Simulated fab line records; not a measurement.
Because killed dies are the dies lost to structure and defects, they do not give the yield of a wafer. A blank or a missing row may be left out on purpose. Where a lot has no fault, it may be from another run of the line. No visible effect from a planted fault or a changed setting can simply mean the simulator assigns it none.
8D (eight disciplines) problem report, filled in by code -- flow n5-finfet -- the parts of the form that need people (team, actions taken, sign-off) are left out

## 1. THE ISSUE
Mean of oes-product-au at N5_FIN_SAQP_ETCH_64: 0.842 a.u. across 2 wafers in 2 lots; on wafers with no fault it is 0.994 a.u. (standard deviation 0.014). Measured from the usual mean, that is -11 standard deviations.
The step: etches SiO2 in CF4, target depth 1.5 nm.
The first sign was on wafer L832.1 at day 4 09:37, on rie-si-06. Wafers with a number at this step in the record: 27, from 9 lots. Rule for "out" (also "out of limits"): further than 4 standard deviations from the usual mean. The rest of the wafers with a number are treated as sound.

## 2. WHAT IT IS; WHAT IT IS NOT
question,is,is not
which readings at this step,oes-product-au,"cf4-flow-sccm, drypump-motor-current-A, throttle-valve-pct"
which lots,"L832, L835","L824, L825, L827, L830, L840, L844, L845"
which wafers of those lots,"L832.1, L835.5","L832.3, L832.4, L835.3, L835.6"
read on which tools,rie-si-06,"rie-si-01, rie-si-05"
when,from day 4 09:37,"up to then (14 sound wafers); but 11 sound wafers of L835, L840, L844, L845 came after"

## 3. THE SUSPECTS, EACH WITH WHAT RULES IT OUT
Counting: a tool at a process step up to the reading stays a suspect if it ran every lot that is out. Sound lots after the first of them don't rule it out here, since some wafers of a struck lot are sound.
- rie-si-06 at N5_FIN_SAQP_ETCH_64 (etches SiO2 in CF4, target depth 1.5 nm): kept. Every lot that is out went through it, the first being L832 (day 4 09:37); the last sound lot it ran before that was L830 (day 3 20:53). Out on those wafers are its own readings of oes-product-au.
- In rie-si-06 at N5_FIN_SAQP_ETCH_64, the wafers that are out were processed in chamber 3 and their sound lot-mates in chambers 0, 1, 2.
Left after counting: rie-si-06 at N5_FIN_SAQP_ETCH_64.

## 4. THE CAUSE (what the simulator had put in)
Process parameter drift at N5_FIN_SAQP_ETCH_64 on rie-si-06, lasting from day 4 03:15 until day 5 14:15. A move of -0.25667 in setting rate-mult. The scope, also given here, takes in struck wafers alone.
Only this tool survived the counting.

## 5. SEQUENCE OF EFFECTS, ordered by route
Each row: a reading where the mean over the struck wafers with a number is more than 3 standard deviations away from the usual. Only readings whose record carries a usual standard deviation are examined. hours: median over the lots of the time between each lot's start at the first step of this table that gives one and its start at this step. sigmas: the change, counted in usual standard deviations.
hours,step,reading,usual,on struck wafers,change,sigmas
0,N5_FIN_SAQP_ETCH_64,oes-product-au,0.994 a.u.,0.842,-0.152,-11
It contains these process steps:
- N5_FIN_SAQP_ETCH_64: etches SiO2 in CF4, target depth 1.5 nm.
At these later measuring or inspecting steps, every struck wafer for which the step has a row has a number for every such reading, and none has moved that far: N5_BEOL_M4_RC_MEAS_101.

## 6. HOW IT WOULD HAVE BEEN CAUGHT EARLIER
The fault began at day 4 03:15; the first out-of-limits reading in this record came at day 4 09:37, 6 hours later.
